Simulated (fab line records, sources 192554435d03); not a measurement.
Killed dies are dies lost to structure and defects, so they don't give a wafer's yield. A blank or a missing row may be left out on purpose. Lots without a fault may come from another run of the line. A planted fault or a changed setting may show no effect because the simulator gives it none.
fab line records | flow n5_finfet
record lots=7 wafers=21 last_day=18
route steps=1938 shown BEOL_M2@847 BEOL_M4@1111
lots that met no fault: from a run of the same line without faults
start_h: hours from the record's first day to the start of the lot's first wafer shown | wait_h: hours since the lot's step before | " the same as in the row above | L1.1+2: a row that stands for several wafers | - no value, or no start given | * or withheld: withheld | < > ~ a bound
route shown NAME@n: a module of which the file shows steps, and the number in the route of the first | usual: mean/standard deviation of fault-free wafers | same: alike in all rows | chamber/n: place in a boat | sites: the reading at each site | _std_site: their standard deviation | _edge_site: outer sites' mean less inner sites' | radius_mm: how far each site lies from the wafer's centre | mask NAME#n: copy n | behind: the tool/chamber that last shaped the wafer | hold: why the lot was held/for how many hours/how that ended | device: the transistor (n, p or np) that didn't switch | end of line: the same wafers' tests at the end of the route | a step without rows: its recipe alone | killed: dies lost to structure and defects at the first sort, not the wafer's yield | map: a wafer's dies, x killed, . not, _ none there
set.NAME: the setting as run; set.NAME@STEP: as run at that earlier step | model.NAME: the simulator's own value behind a step, which no gauge read
lots at some steps of the route; a table a step, a row a wafer
services: from which hour (start_h, from the record's first day; less than 0 if before it) a tool's chamber was out of use, for how many hours, and why
## steps
# step N5_BEOL_M2_COAT_73
# recipe resist=underlayer temp_c=205 time_s=60 spin_rpm=1500 resist_thk_nm=5
# step N5_BEOL_M2_COAT_05
# recipe resist=CAR-EUV spin_rpm=1500 resist_thk_nm=30
# step N5_BEOL_M2_EBR_07
# recipe solvent=PGMEA ebr_width_mm=1.5
# step N5_BEOL_M2_SOFTBAKE_06
# recipe temp_c=110 time_s=60 resist=CAR-EUV
# step N5_BEOL_M2_EXPOSE_08
# recipe mask_id=M2 na=0.33 source_shape=dipole sigma_inner=0.369 sigma_outer=0.767 polarization=unpolarized dose_mj=41.25
# step N5_BEOL_M2_PEB_09
# recipe peb_temp_c=100 peb_time_s=60 resist=CAR-EUV
# step N5_BEOL_M2_DEVELOP_10
# recipe develop_time_s=30 developer=TMAH resist=CAR-EUV rinse_liquid=surfactant_rinse dry=air_spin dev_temp_c=23
# step N5_BEOL_M2_CD_MEAS_11
# recipe target_cd_nm=16.79 landing_energy_ev=500 detector=se_inlens polarity=opening
# usual cd_nm=16.73/0.26
# columns lot.wafer tool chamber start_h wait_h cd_nm
L326.1 cd_sem-01 0 208.59 - 16.89
L326.2 " 0 " " 16.75
L326.6 " 0 " " 16.73
L327.1 cd_sem-01 0 211.70 - 15.97
L327.2 " 0 " " 16.66
L327.3 " 0 " " 16.67
L329.2 cd_sem-01 0 215.36 - 16.74
L329.4 " 0 " " 17.09
L329.6 " 0 " " 16.59
L328.1 cd_sem-02 0 218.27 - 17.14
L328.2 " 0 " " 16.79
L328.4 " 0 " " 16.50
L330.2 cd_sem-03 0 225.32 - 16.77
L330.5 " 0 " " 16.89
L330.6 " 0 " " 16.48
L336.2 cd_sem-01 0 255.41 - 16.80
L336.3 " 0 " " 16.81
L336.5 " 0 " " 17.20
L340.3 cd_sem-02 0 274.77 - 16.88
L340.5 " 0 " " 16.50
L340.6 " 0 " " 16.76
# step N5_BEOL_M2_OVL_MEAS_12
# recipe points_per_wafer=522
# usual M2_OVL=-0.2/0.75
# columns lot.wafer tool chamber start_h wait_h M2_OVL[nm]
L326.1 overlay-01 0 208.62 0.0 0.4
L326.2 " 0 " " 0.0
L326.6 " 0 " " 0.5
L327.1 overlay-01 0 211.73 0.0 -0.2
L327.2 " 0 " " -0.4
L327.3 " 0 " " 0.3
L329.2 overlay-02 0 215.39 0.0 0.7
L329.4 " 0 " " 0.0
L329.6 " 0 " " 0.0
L328.1 overlay-02 0 218.30 0.0 -1.1
L328.2 " 0 " " -1.1
L328.4 " 0 " " -0.7
L330.2 overlay-01 0 225.35 0.0 -0.2
L330.5 " 0 " " -0.5
L330.6 " 0 " " 0.3
L336.2 overlay-02 0 255.44 0.0 -1.3
L336.3 " 0 " " -0.7
L336.5 " 0 " " 0.4
L340.3 overlay-01 0 274.81 0.0 -0.5
L340.5 " 0 " " -0.5
L340.6 " 0 " " -0.4
# step N5_BEOL_M2_INSPECT_13
# recipe mode=adi inspect_instrument=brightfield
# usual raw_defect_count=381/100
# columns lot.wafer tool chamber start_h wait_h raw_defect_count
L326.1 defect_inspect-02 - 208.68 0.1 288
L326.2 " - " " 312
L326.6 " - " " 393
L327.1 defect_inspect-02 - 211.79 0.1 283
L327.2 " - " " 332
L327.3 " - " " 302
L329.2 defect_inspect-01 - 215.45 0.0 492
L329.4 " - " " 410
L329.6 " - " " 337
L328.1 defect_inspect-01 - 218.36 0.1 354
L328.2 " - " " 313
L328.4 " - " " 347
L330.2 defect_inspect-02 - 225.41 0.0 351
L330.5 " - " " 267
L330.6 " - " " 249
L336.2 defect_inspect-02 - 255.50 0.0 259
L336.3 " - " " 299
L336.5 " - " " 441
L340.3 defect_inspect-02 - 274.85 0.0 362
L340.5 " - " " 363
L340.6 " - " " 325
# step N5_BEOL_M2_DESCUM_16
# recipe chemistry=O2 time_s=7 source_power_w=50 bias_power_w=20 pressure_mtorr=20 rf_frequency_hz=2.712e+07 temp_c=40 resist=CAR-EUV o2_flow_sccm=225
# usual drypump_motor_current_A=5.8/0.46 oes_product_au=0.77/0.077 rf_vpp_V=243.8/1 showerhead_plenum_p_Torr=2.15/0.052 throttle_valve_pct=20.38/0.18
# columns lot.wafer tool chamber start_h wait_h drypump_motor_current_A oes_product_au rf_hours_counter_h rf_vpp_V showerhead_plenum_p_Torr throttle_valve_pct
L326.1 rie_diel-05 3 208.89 0.2 6.1 0.70 209 244.7 2.18 20.58
L326.2 " 2 " " 5.9 0.72 221 243.4 2.18 20.32
L326.6 " 3 " " 6.1 0.70 - 243.2 2.18 20.60
L327.1 rie_diel-04 2 212.32 0.5 4.9 0.90 31 243.9 2.13 20.42
L327.2 " 3 " " 4.9 0.82 102 241.9 2.00 20.41
L327.3 " 0 " " 6.7 0.84 67 243.2 2.21 20.17
L329.2 rie_diel-04 0 215.97 0.5 6.7 0.85 69 245.3 2.21 20.15
L329.4 " 3 " " 4.9 0.82 104 242.8 2.00 20.41
L329.6 " 1 " " 5.7 0.78 - 243.1 2.10 20.24
L328.1 rie_diel-05 0 218.39 0.0 5.6 0.75 178 243.1 2.18 20.49
L328.2 " 2 " " 5.9 0.72 225 243.2 2.17 20.33
L328.4 " 3 " " 6.1 0.70 212 245.3 2.18 20.60
L330.2 rie_diel-04 3 225.44 0.0 4.9 0.81 107 241.5 2.00 20.41
L330.5 " 3 " " 4.9 0.82 - 241.3 2.00 20.41
L330.6 " 2 " " 4.9 0.89 - 243.6 2.13 20.43
L336.2 rie_diel-04 2 255.53 0.0 5.0 0.88 47 243.8 2.12 20.45
L336.3 " 3 " " 4.9 0.81 119 242.9 2.00 20.45
L336.5 " 1 " " 5.6 0.75 - 244.7 2.09 20.27
L340.3 rie_diel-04 3 274.96 0.1 4.9 0.80 125 242.2 2.00 20.44
L340.5 " 0 " " 6.7 0.82 - 245.2 2.20 20.19
L340.6 " 1 " " 5.6 0.75 - 242.4 2.09 20.25
# step N5_BEOL_M2_ETCH_74
# recipe chemistry=N2/H2 target=underlayer target_depth_a=65 mask_material=CAR-EUV time_s=5.2 ion_energy_ev=200 pressure_mtorr=30 source_w=840 bias_w=150 n2_flow_sccm=200 h2_flow_sccm=200 ends=cleared
# usual bias_w=150.0/0.41 chamber_pressure_mTorr=30.00/0.04 drypump_motor_current_A=5.8/0.46 etch_rf_on_time_s=5.25/0.12 oes_product_au=0.65/0.067 rf_vpp_V=525.7/2.1 showerhead_plenum_p_Torr=2.60/0.057 throttle_valve_pct=17.77/0.22
# columns lot.wafer tool chamber start_h wait_h bias_w chamber_pressure_mTorr drypump_motor_current_A etch_rf_on_time_s oes_product_au rf_hours_counter_h rf_vpp_V showerhead_plenum_p_Torr throttle_valve_pct
L326.1 rie_diel-05 3 208.92 0.0 151.0 30.01 6.1 5.31 0.60 209 527.6 2.64 18.00
L326.2 " 2 " " 150.5 30.02 5.9 5.32 0.61 221 525.7 2.61 17.53
L326.6 " 3 " " 150.5 30.05 6.1 5.31 0.59 - 526.2 2.64 18.03
L327.1 rie_diel-04 2 212.35 0.0 149.6 30.01 5.0 5.41 0.76 31 524.2 2.59 17.93
L327.2 " 3 " " 150.9 30.00 4.9 5.13 0.70 102 521.4 2.45 17.96
L327.3 " 0 " " 149.4 29.96 6.7 5.12 0.72 67 527.6 2.67 17.36
L329.2 rie_diel-04 0 216.01 0.0 149.9 30.02 6.7 5.09 0.71 69 528.3 2.67 17.37
L329.4 " 3 " " 150.2 29.99 4.9 5.06 0.69 104 521.3 2.45 17.94
L329.6 " 1 " " 150.9 29.97 5.7 5.16 0.66 - 522.6 2.54 17.61
L328.1 rie_diel-05 0 218.43 0.0 151.2 29.90 5.5 5.22 0.65 178 529.7 2.65 17.87
L328.2 " 2 " " 149.8 29.96 5.9 5.30 0.62 225 526.0 2.61 17.53
L328.4 " 3 " " 149.9 29.97 6.1 5.20 0.60 212 526.1 2.63 18.02
L330.2 rie_diel-04 3 225.48 0.0 150.4 30.05 4.9 5.11 0.70 107 522.2 2.45 17.96
L330.5 " 3 " " 150.3 30.06 4.8 5.13 0.70 - 520.2 2.45 17.97
L330.6 " 2 " " 150.2 29.99 5.0 5.44 0.74 - 525.4 2.59 17.95
L336.2 rie_diel-04 2 255.56 0.0 150.4 30.02 5.0 5.38 0.73 47 522.7 2.59 17.97
L336.3 " 3 " " 149.5 29.98 4.9 5.05 0.68 119 519.5 2.44 17.99
L336.5 " 1 " " 150.1 30.04 5.6 5.14 0.65 - 525.6 2.53 17.62
L340.3 rie_diel-04 3 274.99 0.0 150.4 30.04 4.9 5.15 0.68 125 522.4 2.44 18.02
L340.5 " 0 " " 149.9 30.05 6.7 5.14 0.70 - 529.8 2.66 17.43
L340.6 " 1 " " 150.2 30.00 5.7 5.25 0.63 - 523.9 2.53 17.63
# step N5_BEOL_M2_ETCH_63
# recipe chemistry=CF4 target=SiARC target_depth_a=156 mask_material=CAR-EUV time_s=26 ion_energy_ev=80 pressure_mtorr=40 source_w=545 bias_w=36 Ar_flow_sccm=100 cf4_flow_sccm=100 ends=cleared
# usual bias_w=36.00/0.11 cf4_flow_sccm=100.02/0.28 drypump_motor_current_A=5.8/0.46 etch_rf_on_time_s=26.3/0.56 oes_product_au=0.65/0.067 rf_vpp_V=184.7/0.86 showerhead_plenum_p_Torr=2.19/0.042 throttle_valve_pct=15.56/0.17
# columns lot.wafer tool chamber start_h wait_h bias_w cf4_flow_sccm drypump_motor_current_A etch_rf_on_time_s oes_product_au rf_hours_counter_h rf_vpp_V showerhead_plenum_p_Torr throttle_valve_pct
L326.1 rie_diel-05 3 208.94 0.0 - - - - - - - - -
L326.2 " 2 " " - - - - - - - - -
L326.6 " 3 " " - - - - - - - - -
L327.1 rie_diel-04 2 212.37 0.0 - - - - - - - - -
L327.2 " 3 " " - - - - - - - - -
L327.3 " 0 " " - - - - - - - - -
L329.2 rie_diel-04 0 216.03 0.0 36.04 100.07 6.7 25.7 0.72 69 184.9 2.25 15.31
L329.4 " 3 " " 35.73 99.98 4.9 25.7 0.69 104 183.3 2.08 15.70
L329.6 " 1 " " 35.86 100.14 5.6 25.5 0.66 - 184.3 2.15 15.46
L328.1 rie_diel-05 0 218.45 0.0 - - - - - - - - -
L328.2 " 2 " " - - - - - - - - -
L328.4 " 3 " " - - - - - - - - -
L330.2 rie_diel-04 3 225.49 0.0 35.98 100.04 4.9 25.8 0.70 107 184.6 2.08 15.71
L330.5 " 3 " " 35.97 100.39 4.9 25.9 0.69 - 183.6 2.08 15.69
L330.6 " 2 " " 35.97 100.19 5.0 26.8 0.75 - 185.1 2.18 15.60
L336.2 rie_diel-04 2 255.58 0.0 35.91 100.02 4.9 26.8 0.73 47 184.6 2.18 15.61
L336.3 " 3 " " 35.99 99.79 4.9 25.7 0.68 119 184.0 2.07 15.72
L336.5 " 1 " " 36.00 100.16 5.7 25.8 0.64 - 185.2 2.14 15.49
L340.3 rie_diel-04 3 275.01 0.0 35.86 99.52 4.9 25.9 0.68 125 182.0 2.07 15.74
L340.5 " 0 " " 36.00 100.62 6.7 25.3 0.70 - 184.4 2.24 15.35
L340.6 " 1 " " 36.10 100.28 5.6 26.0 0.65 - 183.9 2.14 15.49
# step N5_BEOL_M2_ETCH_64
# recipe chemistry=N2/H2 target=SOC target_depth_a=750 overetch_a=225 mask_material=SiARC temp_c=40 time_s=121.9 ion_energy_ev=200 pressure_mtorr=30 source_w=840 bias_w=150 n2_flow_sccm=200 h2_flow_sccm=200
# usual bias_w=150.1/0.45 chamber_pressure_mTorr=30.000/0.028 drypump_motor_current_A=5.8/0.46 oes_product_au=0.58/0.056 rf_vpp_V=525.7/1.7 showerhead_plenum_p_Torr=2.60/0.057 throttle_valve_pct=17.74/0.22
# columns lot.wafer tool chamber start_h wait_h bias_w chamber_pressure_mTorr drypump_motor_current_A oes_product_au rf_hours_counter_h rf_vpp_V showerhead_plenum_p_Torr throttle_valve_pct
L326.1 rie_diel-05 3 208.97 0.0 150.5 30.069 6.1 0.26 209 527.6 2.64 17.93
L326.2 " 2 " " 150.3 30.018 5.9 0.27 221 524.8 2.61 17.44
L326.6 " 3 " " 149.9 29.987 6.1 0.26 - 524.6 2.64 17.92
L327.1 rie_diel-04 2 212.40 0.0 149.4 29.989 5.0 0.34 31 526.9 2.59 17.88
L327.2 " 3 " " 150.2 29.998 4.9 0.30 102 522.6 2.45 17.87
L327.3 " 0 " " 150.2 30.032 6.7 0.32 67 527.9 2.67 17.30
L329.2 rie_diel-04 0 216.05 0.0 149.9 29.994 6.6 0.63 69 528.4 2.67 17.34
L329.4 " 3 " " 150.3 30.000 4.9 0.61 104 520.8 2.45 17.92
L329.6 " 1 " " 149.7 30.001 5.7 0.58 - 525.0 2.54 17.55
L328.1 rie_diel-05 0 218.47 0.0 150.3 30.012 5.6 0.28 178 526.4 2.65 17.82
L328.2 " 2 " " 149.7 29.962 5.9 0.27 225 526.6 2.61 17.44
L328.4 " 3 " " 150.6 30.018 6.1 0.26 212 526.1 2.63 17.93
L330.2 rie_diel-04 3 225.52 0.0 150.6 29.983 4.9 0.61 107 522.5 2.45 17.91
L330.5 " 3 " " 150.7 29.966 4.9 0.61 - 520.8 2.45 17.91
L330.6 " 2 " " 150.0 30.000 5.0 0.68 - 526.1 2.59 17.92
L336.2 rie_diel-04 2 255.61 0.0 150.1 30.060 4.9 0.66 47 524.8 2.59 17.92
L336.3 " 3 " " 149.6 30.003 4.9 0.60 119 521.1 2.44 17.93
L336.5 " 1 " " 149.8 30.005 5.7 0.57 - 523.6 2.53 17.59
L340.3 rie_diel-04 3 275.04 0.0 149.1 30.015 4.9 0.60 125 520.0 2.44 17.97
L340.5 " 0 " " 150.4 30.020 6.7 0.61 - 526.8 2.66 17.38
L340.6 " 1 " " 149.3 30.016 5.7 0.56 - 524.4 2.53 17.59
# step N5_BEOL_M2_STRIP_65
# recipe chemistry=N2/H2 temp_c=40 n2_flow_sccm=200 h2_flow_sccm=200 rf_frequency_hz=6e+07
# step N5_BEOL_M2_STRIP_75
# recipe chemistry=N2/H2 temp_c=40 n2_flow_sccm=200 h2_flow_sccm=200 rf_frequency_hz=6e+07
# step N5_BEOL_M2_STRIP_66
# recipe chemistry=CF4 resist=SiARC power_w=300 bias_power_w=75 pressure_mtorr=50 cf4_flow_sccm=150 rf_frequency_hz=6e+07
# usual cf4_flow_sccm=150.0/0.43 drypump_motor_current_A=5.8/0.46 oes_product_au=0.76/0.073 rf_vpp_V=272.0/1.2 showerhead_plenum_p_Torr=1.83/0.037 throttle_valve_pct=13.54/0.18
# columns lot.wafer tool chamber start_h wait_h cf4_flow_sccm drypump_motor_current_A oes_product_au rf_hours_counter_h rf_vpp_V showerhead_plenum_p_Torr throttle_valve_pct
L326.1 rie_diel-05 3 209.10 0.0 150.1 6.1 0.69 209 272.8 1.85 13.68
L326.2 " 2 " " 149.4 5.9 0.71 221 273.5 1.83 13.39
L326.6 " 3 " " 150.0 6.1 0.69 - 270.6 1.85 13.68
L327.1 rie_diel-04 2 212.53 0.0 150.0 5.0 0.89 31 272.8 1.83 13.54
L327.2 " 3 " " 150.9 4.9 0.80 102 269.1 1.74 13.64
L327.3 " 0 " " 149.0 6.7 0.83 67 273.7 1.90 13.32
L329.2 rie_diel-04 0 216.19 0.0 150.1 6.7 0.82 69 273.1 1.90 13.31
L329.4 " 3 " " 150.5 4.9 0.80 104 270.1 1.74 13.64
L329.6 " 1 " " 150.6 5.6 0.76 - 270.8 1.80 13.46
L328.1 rie_diel-05 0 218.61 0.0 150.1 5.6 0.74 178 270.8 1.86 13.67
L328.2 " 2 " " 150.7 5.9 0.71 225 273.3 1.83 13.41
L328.4 " 3 " " 150.9 6.1 0.69 212 273.4 1.85 13.67
L330.2 rie_diel-04 3 225.65 0.0 149.9 4.9 0.80 107 270.0 1.74 13.67
L330.5 " 3 " " 149.7 4.9 0.79 - 269.1 1.74 13.66
L330.6 " 2 " " 150.2 4.9 0.89 - 271.7 1.83 13.54
L336.2 rie_diel-04 2 255.74 0.0 149.6 5.0 0.86 47 272.4 1.83 13.57
L336.3 " 3 " " 150.1 4.8 0.79 119 271.0 1.74 13.66
L336.5 " 1 " " 149.6 5.6 0.75 - 272.4 1.79 13.47
L340.3 rie_diel-04 3 275.17 0.0 149.5 4.9 0.78 126 270.3 1.74 13.69
L340.5 " 0 " " 150.4 6.7 0.80 - 274.0 1.89 13.35
L340.6 " 1 " " 150.3 5.6 0.74 - 270.9 1.79 13.48
# step N5_BEOL_M2_HM_OPEN_17
# recipe chemistry=Cl2/BCl3 target_depth_a=200 overetch_a=60 target=TiN mask_material=SOC ion_energy_ev=150 pressure_mtorr=10 icp_w=1000 bias_w=126 Cl2_flow_sccm=53.25 bcl3_flow_sccm=21.75 Ar_flow_sccm=25
# usual drypump_motor_current_A=5.93/0.21 oes_product_au=0.67/0.088 throttle_valve_pct=22.02/0.14
# columns lot.wafer tool chamber start_h wait_h drypump_motor_current_A oes_product_au rf_hours_counter_h throttle_valve_pct
L326.1 rie_metal-02 0 209.14 0.0 5.68 0.30 31 22.86
L326.2 " 1 " " 6.14 0.29 55 22.60
L326.6 " 1 " " 6.13 0.28 - 22.61
L327.1 rie_metal-02 1 212.57 0.0 6.12 0.28 55 22.60
L327.2 " 0 " " 5.62 0.31 31 22.86
L327.3 " 1 " " 6.10 0.27 - 22.60
L329.2 rie_metal-03 1 216.23 0.0 5.76 0.73 21 21.82
L329.4 " 1 " " 5.74 0.74 - 21.82
L329.6 " 0 " " 6.04 0.83 - 22.02
L328.1 rie_metal-02 0 218.65 0.0 5.67 0.30 32 22.86
L328.2 " 1 " " 6.12 0.28 56 22.61
L328.4 " 0 " " 5.68 0.30 - 22.87
L330.2 rie_metal-02 1 225.69 0.0 6.17 0.64 57 21.96
L330.5 " 1 " " 6.18 0.63 - 21.95
L330.6 " 0 " " 5.66 0.69 - 22.21
L336.2 rie_metal-03 0 255.78 0.0 6.02 0.78 6 22.05
L336.3 " 0 " " 6.04 0.78 - 22.05
L336.5 " 0 " " 6.03 0.77 - 22.03
L340.3 rie_metal-03 1 275.25 0.1 5.72 0.71 - 21.86
L340.5 " 0 " " 5.99 0.78 - 22.05
L340.6 " 1 " " 5.74 0.71 - 21.83
# step N5_BEOL_M2_STRIP_19
# recipe chemistry=O2 power_w=400 temp_c=40 pressure_mtorr=30 rf_frequency_hz=6e+07 bias_power_w=0 overash_fraction=0.2 o2_flow_sccm=225
# usual drypump_motor_current_A=5.7/0.55 oes_product_au=0.81/0.089 rf_vpp_V=3.7/0.5 showerhead_plenum_p_Torr=2.14/0.061 throttle_valve_pct=16.56/0.19
# columns lot.wafer tool chamber start_h wait_h drypump_motor_current_A oes_product_au rf_hours_counter_h rf_vpp_V showerhead_plenum_p_Torr throttle_valve_pct
L326.1 rie_diel-04 2 209.25 0.1 5.0 0.91 29 2.3 2.14 16.64
L326.2 " 3 " " 4.9 0.82 102 3.4 2.01 16.64
L326.6 " 0 " " 6.7 0.84 - 3.5 2.22 16.38
L327.1 rie_diel-05 1 212.84 0.2 6.1 0.68 211 5.1 2.17 16.88
L327.2 " 0 " " 5.5 0.75 175 3.5 2.19 16.77
L327.3 " 2 " " 5.9 0.72 223 4.2 2.18 16.60
L329.2 rie_diel-01 0 216.34 0.1 5.5 0.68 257 3.7 2.13 16.72
L329.4 " 0 " " 5.5 0.67 - 3.6 2.13 16.73
L329.6 " 1 " " 6.1 0.76 - 3.1 2.19 16.60
L328.1 rie_diel-04 1 218.76 0.1 5.6 0.77 134 4.0 2.10 16.49
L328.2 " 0 " " 6.7 0.84 70 3.4 2.21 16.38
L328.4 " 3 " " 4.8 0.81 105 3.7 2.01 16.66
L330.2 rie_diel-01 2 225.84 0.1 5.8 0.98 4 3.7 2.13 16.07
L330.5 " 2 " " 5.9 0.98 - 3.6 2.13 16.08
L330.6 " 0 " " 5.5 0.65 - 2.8 2.13 16.74
L336.2 rie_diel-01 3 256.28 0.5 5.7 0.85 65 3.4 2.12 16.82
L336.3 " 2 " " 5.8 0.94 17 2.8 2.13 16.12
L336.5 " 1 " " 6.1 0.74 - 4.7 2.19 16.61
L340.3 rie_diel-04 2 275.35 0.1 5.0 0.86 54 4.2 2.13 16.69
L340.5 " 2 " " 5.0 0.87 - 3.8 2.13 16.68
L340.6 " 1 " " 5.6 0.75 - 4.5 2.09 16.55
# step N5_BEOL_M2_CD_MEAS_18
# recipe pitch_nm=36 target_cd_nm=18
# usual cd_nm=17.9/0.37
# columns lot.wafer tool chamber start_h wait_h cd_nm
L326.1 cd_sem-03 - 209.32 0.0 -
L326.2 " - " " -
L326.6 " - " " -
L327.1 cd_sem-01 - 212.91 0.0 -
L327.2 " - " " -
L327.3 " - " " -
L329.2 cd_sem-01 - 216.43 0.1 18.1
L329.4 " - " " 17.5
L329.6 " - " " 18.3
L328.1 cd_sem-03 - 218.83 0.0 -
L328.2 " - " " -
L328.4 " - " " -
L330.2 cd_sem-02 - 225.92 0.1 17.3
L330.5 " - " " 17.8
L330.6 " - " " 17.7
L336.2 cd_sem-03 - 256.35 0.1 17.8
L336.3 " - " " 17.6
L336.5 " - " " 18.4
L340.3 cd_sem-03 - 275.43 0.1 17.8
L340.5 " - " " 18.0
L340.6 " - " " 18.8
# step N5_BEOL_M2_COAT_67
# recipe resist=SOC temp_c=250 time_s=60 spin_rpm=1500 resist_thk_nm=60
# step N5_BEOL_M4_RC_MEAS_101
# usual DIBL_N=36.1/1.7 DIBL_P=35.9/2.1 IOFF_N=0.154/0.029 IOFF_P=0.21/0.035 ION_N=673/10 ION_P=463/7.5 SS_N=71.6/0.59 SS_P=73.2/0.69 VT_N=250.5/2.9 VT_P=-250/3.2
# columns lot.wafer tool chamber start_h wait_h DIBL_N[mV/V] DIBL_P[mV/V] IOFF_N[nA/um] IOFF_P[nA/um] ION_N[uA/um] ION_P[uA/um] SS_N[mV/dec] SS_P[mV/dec] VT_N[mV] VT_P[mV]
L329.2 prober-01 0 252.70 0.2 37.6 35.2 0.156 0.19 655 455 72.4 73.5 253.6 -252
L329.4 " 0 " " 36.9 36.1 0.161 0.20 681 466 71.1 73.1 248.4 -250
L329.6 " 0 " " 38.8 37.0 0.183 0.21 680 457 71.5 73.5 248.4 -250
L330.2 prober-01 0 269.03 0.2 34.2 34.8 0.130 0.19 658 460 71.2 73.4 249.9 -250
L330.5 " 0 " " 36.6 35.8 0.164 0.21 668 456 71.7 73.3 251.3 -250
L330.6 " 0 " " 37.8 39.7 0.194 0.27 681 471 72.0 73.5 248.2 -248
L336.2 prober-02 0 319.38 0.2 33.7 32.0 0.115 0.15 660 454 71.8 72.0 255.8 -257
L336.3 " 0 " " 34.1 32.0 0.116 0.15 672 457 71.5 72.0 255.9 -252
L336.5 " 0 " " 34.1 32.4 0.117 0.16 665 459 71.6 71.8 255.9 -251
L340.3 prober-02 0 322.57 0.5 36.9 35.6 0.153 0.20 673 460 71.0 73.0 249.8 -250
L340.5 " 0 " " 37.4 35.3 0.154 0.20 675 462 71.3 73.4 251.5 -251
L340.6 " 0 " " 38.2 36.7 0.174 0.22 671 456 71.5 73.8 248.1 -249
## services
# columns tool chamber start_h hours kind
rie_diel-05 2 195.63 4.7 repair
rie_diel-01 2 202.29 - clean
rie_diel-01 2 202.29 - consumable_replace:focus_ring
rie_diel-01 2 202.29 15.4 scheduled_down
rie_diel-01 2 202.29 15.4 vent_cycle
rie_diel-01 0 230.54 - clean
rie_diel-01 0 230.54 - consumable_replace:focus_ring
rie_diel-01 0 230.54 12.5 scheduled_down
rie_diel-01 0 230.54 12.5 vent_cycle
rie_diel-04 1 265.53 7.1 repair
rie_metal-02 - 273.07 1.4 pm
## key
first_sign step=N5_BEOL_M2_ETCH_63 reading=tool_record direction=missing
effect step=N5_BEOL_M2_ETCH_64 reading=oes_product_au direction=down sigmas=5.3 usual=0.58 struck=0.28
effect step=N5_BEOL_M2_HM_OPEN_17 reading=oes_product_au direction=down sigmas=4.3 usual=0.67 struck=0.29
effect step=N5_BEOL_M2_CD_MEAS_18 reading=cd_nm direction=missing
met_at N5_BEOL_M2_ETCH_63
struck_wafers L326.1,L326.2,L326.6,L327.1,L327.2,L327.3,L328.1,L328.2,L328.4
later_rows_left_out L326.1,L326.2,L326.6,L327.1,L327.2,L327.3,L328.1,L328.2,L328.4
sort_left_out L326.1,L326.2,L326.6,L327.1,L327.2,L327.3,L328.1,L328.2,L328.4
fault kind=skipped_step_whole tool=rie_diel-04,rie_diel-05 chamber=- onset_h=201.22 steps=N5_BEOL_M2_ETCH_63 scope=struck_lots_only
# sort_left_out: the simulated sort isn't trusted on such a fault, so these wafers' sort isn't shown, and their yield isn't known
# later_rows_left_out: the simulator's readings of these wafers behind a module that went badly wrong aren't trusted and aren't shown, but for the sort
